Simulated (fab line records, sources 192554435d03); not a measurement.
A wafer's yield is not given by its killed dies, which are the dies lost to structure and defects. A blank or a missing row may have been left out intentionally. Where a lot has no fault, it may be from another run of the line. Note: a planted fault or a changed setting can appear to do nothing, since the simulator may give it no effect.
Chamber matching || flow n5 finfet || 4 sister chambers for N5_SDB_HM_OPEN_20 on rie diel-03
The step chemistry CH3F/O2, target SiNx, stops on poly-Si, target depth 24 nm. 4 wafers are shown with their chamber, then 11 later ones without.

== WAFERS, EACH WITH ITS CHAMBER ==
{"wafer": "L080.5", "chamber": 0, "drypump motor current A (A)": 5.2}
{"wafer": "L083.6", "chamber": 2, "drypump motor current A (A)": 4.7}
{"wafer": "L086.6", "chamber": 3, "drypump motor current A (A)": 6.4}
{"wafer": "L090.1", "chamber": 1, "drypump motor current A (A)": 5.4}

== WAFERS WITHOUT THEIR CHAMBER ==
{"wafer": "L090.4", "drypump motor current A (A)": 6.4}
{"wafer": "L090.5", "drypump motor current A (A)": 5.4}
{"wafer": "L093.1", "drypump motor current A (A)": 5.2}
{"wafer": "L093.2", "drypump motor current A (A)": 6.4}
{"wafer": "L093.6", "drypump motor current A (A)": 6.4}
{"wafer": "L095.1", "drypump motor current A (A)": 5.4}
{"wafer": "L095.5", "drypump motor current A (A)": 6.5}
{"wafer": "L095.6", "drypump motor current A (A)": 5.2}
{"wafer": "L097.3", "drypump motor current A (A)": 5.4}
{"wafer": "L097.4", "drypump motor current A (A)": 4.7}
{"wafer": "L097.6", "drypump motor current A (A)": 5.4}

== CHAMBER TAKEN BY EACH ==
{"wafer": "L090.4", "from the rows above": 3, "in truth": 3}
{"wafer": "L090.5", "from the rows above": 1, "in truth": 1}
{"wafer": "L093.1", "from the rows above": 0, "in truth": 0}
{"wafer": "L093.2", "from the rows above": 3, "in truth": 3}
{"wafer": "L093.6", "from the rows above": 3, "in truth": 3}
{"wafer": "L095.1", "from the rows above": 1, "in truth": 1}
{"wafer": "L095.5", "from the rows above": 3, "in truth": 3}
{"wafer": "L095.6", "from the rows above": 0, "in truth": 0}
{"wafer": "L097.3", "from the rows above": 1, "in truth": 1}
{"wafer": "L097.4", "from the rows above": 2, "in truth": 2}
{"wafer": "L097.6", "from the rows above": 1, "in truth": 1}
Correct placement for 11 of the 11. Number that these rows cannot place: 0. Number placed wrongly: 0.
How it was worked out, from the rows above alone: a wafer's distance from a chamber is the root of the sum, over the readings, of the square of ((its reading less the chamber's mean) divided by the reading's scatter). The wafer belongs to the nearest chamber; if the next one is less than 2 further off, it can't be placed. A chamber's mean is the mean of its shown wafers. The scatter: root of mean squared gap, hidden wafer to nearest shown wafer, with one shown wafer a chamber.
